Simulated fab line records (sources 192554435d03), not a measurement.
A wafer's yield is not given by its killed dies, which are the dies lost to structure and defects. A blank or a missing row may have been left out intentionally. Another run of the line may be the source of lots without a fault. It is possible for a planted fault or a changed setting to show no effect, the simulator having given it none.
The tool behind it: which one? || flow n5Finfet || route of 1938 steps, sampled at 1 step: 12 lots, 36 wafers

## WHAT THE GAUGES SHOWED, per wafer
N5_BEOL_M0_SAQP_CD_MEAS_29: the cd target is 14.4 nm.
{"lot": "L075", "measured": "day 5 20:03", "on": "cdSem-01", "cdNm (nm)": "14.96 15.11 14.91"}
{"lot": "L077", "measured": "day 6 11:26", "on": "cdSem-01", "cdNm (nm)": "14.95 15.33 15.13"}
{"lot": "L079", "measured": "day 6 22:37", "on": "cdSem-02", "cdNm (nm)": "14.76 15.25 15.04"}
{"lot": "L081", "measured": "day 7 12:41", "on": "cdSem-03", "cdNm (nm)": "15.36 15.02 15.22"}
{"lot": "L083", "measured": "day 7 22:13", "on": "cdSem-02", "cdNm (nm)": "15.61 15.28 15.35"}
{"lot": "L085", "measured": "day 8 09:31", "on": "cdSem-03", "cdNm (nm)": "15.16 15.42 14.74"}
{"lot": "L087", "measured": "day 8 19:22", "on": "cdSem-02", "cdNm (nm)": "14.91 15.02 14.73"}
{"lot": "L089", "measured": "day 9 05:55", "on": "cdSem-02", "cdNm (nm)": "15.02 15.25 14.95"}
{"lot": "L091", "measured": "day 10 00:46", "on": "cdSem-03", "cdNm (nm)": "14.93 15.13 14.82"}
{"lot": "L093", "measured": "day 10 14:23", "on": "cdSem-03", "cdNm (nm)": "15.25 15.09 14.93"}
{"lot": "L095", "measured": "day 10 20:47", "on": "cdSem-03", "cdNm (nm)": "14.88 14.98 15.05"}
{"lot": "L097", "measured": "day 11 11:10", "on": "cdSem-03", "cdNm (nm)": "14.87 15.13 14.90"}

## WHICH TOOL RAN EACH LOT (tool, then ch and the chambers of the sampled wafers, then the start)
The record holds no process step before these readings.

## THE ANSWER, worked out from the rows above alone
Rule: the lots themselves supply what counts as usual. The widest of any qualifying gaps counts: lots, ordered by their means at a reading, are off when they make up no more than a third of the lots, leave a main group of 4 or more, and stand apart from it by 3 or more times the standard deviation of that group's means. A main group whose means are all the same, to the digits that the tables above print for the reading, isn't used. A lot without any number at a reading at which 4 lots or more have one is off too. The other lots that the step has rows for count as sound.
No lot is off at any reading shown: from this, nothing can be told.

## WHAT THE SIMULATOR HAD INSERTED
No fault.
